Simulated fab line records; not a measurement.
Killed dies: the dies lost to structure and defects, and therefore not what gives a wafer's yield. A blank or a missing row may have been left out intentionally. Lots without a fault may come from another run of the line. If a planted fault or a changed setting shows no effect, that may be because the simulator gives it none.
Which tool did it? / flow n5 finfet / 11 lots, 31 wafers sampled, at 2 steps of a route of 1938

## WHAT EACH GAUGE READ, for each wafer
N5_BEOL_M9_OVL_MEAS_12.
lot=L378; measured=day 10 06:39; on=overlay-02; M9_OVL (nm)=0.1 0.2 0.2
lot=L380; measured=day 10 08:29; on=overlay-02; M9_OVL (nm)=0.3 -0.5 0.8
lot=L384; measured=day 11 03:52; on=overlay-02; M9_OVL (nm)=0.6 0.2 0.8
lot=L383; measured=day 11 05:46; on=overlay-02; M9_OVL (nm)=0.5 0.4 0.4
lot=L385; measured=day 11 11:27; on=overlay-02; M9_OVL (nm)=-0.2 -1.5 -0.4
lot=L390; measured=day 12 12:02; on=overlay-02; M9_OVL (nm)=0.2 0.5
lot=L392; measured=day 13 14:35; on=overlay-02; M9_OVL (nm)=-0.9 0.4
lot=L396; measured=day 13 23:46; on=overlay-02; M9_OVL (nm)=-0.8 0.7 -1.2
lot=L395; measured=day 14 08:37; on=overlay-02; M9_OVL (nm)=0.9 0.2 1.0
lot=L398; measured=day 15 02:19; on=overlay-01; M9_OVL (nm)=1.6 1.0 0.3
lot=L401; measured=day 15 23:56; on=overlay-02; M9_OVL (nm)=-0.4 -0.4 -0.1

N5_BEOL_M9_INSPECT_13: inspects for defects (brightfield).
lot=L378; measured=day 10 06:40; on=defect inspect-01; raw defect count=523 535 594
lot=L380; measured=day 10 08:31; on=defect inspect-01; raw defect count=444 378 322
lot=L384; measured=day 11 03:53; on=defect inspect-01; raw defect count=515 508 371
lot=L383; measured=day 11 05:48; on=defect inspect-02; raw defect count=462 366 470
lot=L385; measured=day 11 11:29; on=defect inspect-01; raw defect count=618 365 446
lot=L390; measured=day 12 12:03; on=defect inspect-01; raw defect count=448 491
lot=L392; measured=day 13 14:37; on=defect inspect-02; raw defect count=459 416
lot=L396; measured=day 13 23:47; on=defect inspect-02; raw defect count=404 562 417
lot=L395; measured=day 14 08:38; on=defect inspect-02; raw defect count=374 471 601
lot=L398; measured=day 15 02:20; on=defect inspect-01; raw defect count=419 528 401
lot=L401; measured=day 15 23:58; on=defect inspect-02; raw defect count=428 369 629

## TOOL THAT RAN EACH LOT (tool first, then ch and the chambers of the sampled wafers, then the start)
The record shows no process step preceding these readings.

## AS READ BY THE TOOLS THEMSELVES (means over the sampled wafers that have a number; for cases with no such wafer, the mark the record gives instead)
The record holds no such reading with a usual standard deviation.

## THE ANSWER, worked out from the rows above alone
Rule: the usual values come from the lots themselves. Put in order of their means at a reading, lots are off if they are a third of the lots or fewer, leave a main group of 4 or more, and stand apart from it by a gap of 3 or more times the standard deviation of the main group's means; of several such gaps the widest counts. Not used: any main group whose means are identical at the precision the tables above print for the reading. Also off: a lot with no number at a reading for which 4 or more lots have one. Any other lot the step has rows for is counted as sound. The gauges are gone through in route order, then the tools' own readings, and for those a lot's mean is taken as printed above. At the first step where some lot is off, the reading lying furthest off is the one used; lots without a number count as furthest.
No lot is off at any reading shown: from this, nothing can be told.

## WHAT THE SIMULATOR HAD PUT IN
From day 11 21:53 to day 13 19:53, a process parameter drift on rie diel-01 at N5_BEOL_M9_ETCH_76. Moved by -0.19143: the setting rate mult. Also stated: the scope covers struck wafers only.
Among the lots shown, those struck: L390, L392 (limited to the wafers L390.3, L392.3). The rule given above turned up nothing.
